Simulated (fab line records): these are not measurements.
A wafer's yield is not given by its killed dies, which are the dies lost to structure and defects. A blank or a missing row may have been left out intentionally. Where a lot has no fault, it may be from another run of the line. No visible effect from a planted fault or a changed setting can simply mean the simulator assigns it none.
A struck lot beside a sound one    flow nand harc    30 steps out of a route of 1302
Sound: these wafers, L131.3, L131.4, L131.6. Struck: wafers L137.1, L137.6 (left out: L137.3, a lot-mate that was not struck); the cause follows at the end.
Order at every step that has rows: each side's tool, ch and its chambers, its first start. Under that, the readings that differ: sound wafers    struck wafers    difference of the means    sigmas: that difference in standard deviations of wafers without a fault.
alike: readings with means less than 2 such deviations apart, plus words and numbers identical on both sides. not compared: withheld readings, readings lacking a value on some wafer, bounds such as >300 that could conceal the same value, and numbers that have no deviation in the record and whose values overlap.
A row with sigmas, a row that says differs or no value, or rows on one side alone: a step with any of these is where the two part. Non-overlapping numbers with no deviation appear without sigmas and do not part them. Lack of a reading on every wafer of one side parts them only where that side has two or more wafers.

first, 8 steps without rows for these wafers: NHARC_A_ZERO_WELL_HMDS_03 (time 30 s); NHARC_A_ZERO_WELL_COAT_18 (time 65 s); NHARC_A_ZERO_WELL_COAT_04 (resist thk 600 nm); NHARC_A_ZERO_WELL_SOFTBAKE_05 (time 70 s); NHARC_A_ZERO_WELL_EBR_06; NHARC_A_ZERO_WELL_EXPOSE_07 (exposes mask A ZERO); NHARC_A_ZERO_WELL_PEB_08 (peb time 80 s); NHARC_A_ZERO_WELL_DEVELOP_09 (time 50 s).
NHARC_A_ZERO_WELL_CD_MEAS_10 targets a cd of 2000 nm.
  sound on cd sem-02 ch 0, day 7 01:50; struck on cd sem-01 ch 0, day 9 22:39
  alike: cd nm
then, 1 step without rows for these wafers: NHARC_A_ZERO_WELL_HARDBAKE_11 (time 65 s).
NHARC_A_ZERO_WELL_DESCUM_12: chemistry O2, time 3 s.
  sound on rie diel-06 ch 2,3, day 7 01:59; struck on rie diel-05 ch 2,3, day 9 22:48
reading             sound              struck   difference  sigmas
mfc ar sccm (sccm)  0.042 0.038 0.042  0.003 0  -0.039      -2
  alike: drypump motor current A, o2 flow sccm, oes product au, rf vpp V, showerhead plenum p Torr, throttle valve pct
  not compared: rf hours counter h
NHARC_A_ZERO_WELL_ETCH_19: etches the open film in N2/H2, target depth 80 nm, overetch 24 nm, time 87.88 s.
  sound on rie diel-06 ch 1,2, day 7 02:04; struck on rie diel-05 ch 0,1, day 9 22:53
  alike: drypump motor current A, mfc ar sccm, oes product au, rf vpp V, showerhead plenum p Torr, throttle valve pct
  not compared: rf hours counter h
NHARC_A_ZERO_WELL_ETCH_13: etches the open film in HBr/Cl2, target depth 120 nm, time 40.1 s.
  sound on rie si-01 ch 0,1,2, day 7 02:11; struck on rie si-06 ch 0, day 9 23:01
  alike: drypump motor current A, oes product au, throttle valve pct
  not compared: rf hours counter h
then, 4 steps without rows for these wafers: NHARC_A_ZERO_WELL_STRIP_14 (strips in SPM, time 900 s); NHARC_A_ZERO_WELL_IMPLANT_15; NHARC_A_ZERO_WELL_PRECLEAN_22 (cleans in SC1, time 60 s); NHARC_A_ZERO_WELL_SRD_23.
NHARC_A_ZERO_WELL_RTA_16: time 10 s.
  sound on rtp anneal-02 ch 0, day 7 03:08; struck on rtp anneal-01 ch 0, day 9 23:56
reading             sound              struck       difference  sigmas
lamp power pct (%)  29.32 29.33 29.33  29.46 29.47  +0.14       +2
  alike: anneal temp c max, lamp_zone_5_pct, wafer_temp_C_max
NHARC_A_ZERO_WELL_INSPECT_17:
  struck on defect inspect-01, day 10 00:08; sound on defect inspect-01, day 7 03:17
reading           sound    struck   difference  sigmas
raw defect count  8 11 13  776 785  +770        +99 or more
then, 3 steps without rows for these wafers: NHARC_A_SOURCE_PLATE_PRECLEAN_00 (cleans in HF-LAST, time 60 s); NHARC_A_SOURCE_PLATE_SRD_01; NHARC_A_SOURCE_PLATE_OXIDE_02 (material SiO2, target thk 10 nm, ox time 1362 s).
NHARC_A_SOURCE_PLATE_THK_MEAS_09: measures by ellipsometry.
  struck on film metro-02, day 10 06:56; sound on film metro-01, day 7 11:02
reading      sound          struck   difference  sigmas
thk nm (nm)  11.5 12.0 9.5  8.8 7.4  -2.9        -3
then, 3 steps without rows for these wafers: NHARC_A_SOURCE_PLATE_PVD_04 (deposits WSi2, target thk 50 nm); NHARC_A_SOURCE_PLATE_CVD_03 (deposits poly-Si, target thk 200 nm, time 4000 s); NHARC_A_SOURCE_PLATE_ANNEAL_05 (time 1800 s).
NHARC_A_SOURCE_PLATE_THK_MEAS_06: measures by ellipsometry.
  struck on film metro-01, day 10 19:49; sound on film metro-02, day 8 01:35
  alike: thk nm
NHARC_A_SOURCE_PLATE_INSPECT_08:
  struck on defect inspect-01, day 10 19:52; sound on defect inspect-01, day 8 01:39
reading           sound     struck   difference  sigmas
raw defect count  30 27 76  818 820  +775        +46
next comes 1 step that has no rows for these wafers: NHARC_A_ONON_D1_DEP_00 (target thickness 1000 nm).
-- break in the record here, with 17 days between the starts of the struck wafers on either side (left off in module A_ONON_D1, picked up again in module END, where the first step shown is number 1302 on the route) --
NHARC_END_SORT_01:
  only the struck wafers appear in the record here, on prober-01 ch 0 at day 27 15:26; the sound ones have no rows

== WHERE THEY PART ==
Earliest at NHARC_A_ZERO_WELL_DESCUM_12; latest, in this record, at NHARC_END_SORT_01.

WHY: what had been put in by the simulator
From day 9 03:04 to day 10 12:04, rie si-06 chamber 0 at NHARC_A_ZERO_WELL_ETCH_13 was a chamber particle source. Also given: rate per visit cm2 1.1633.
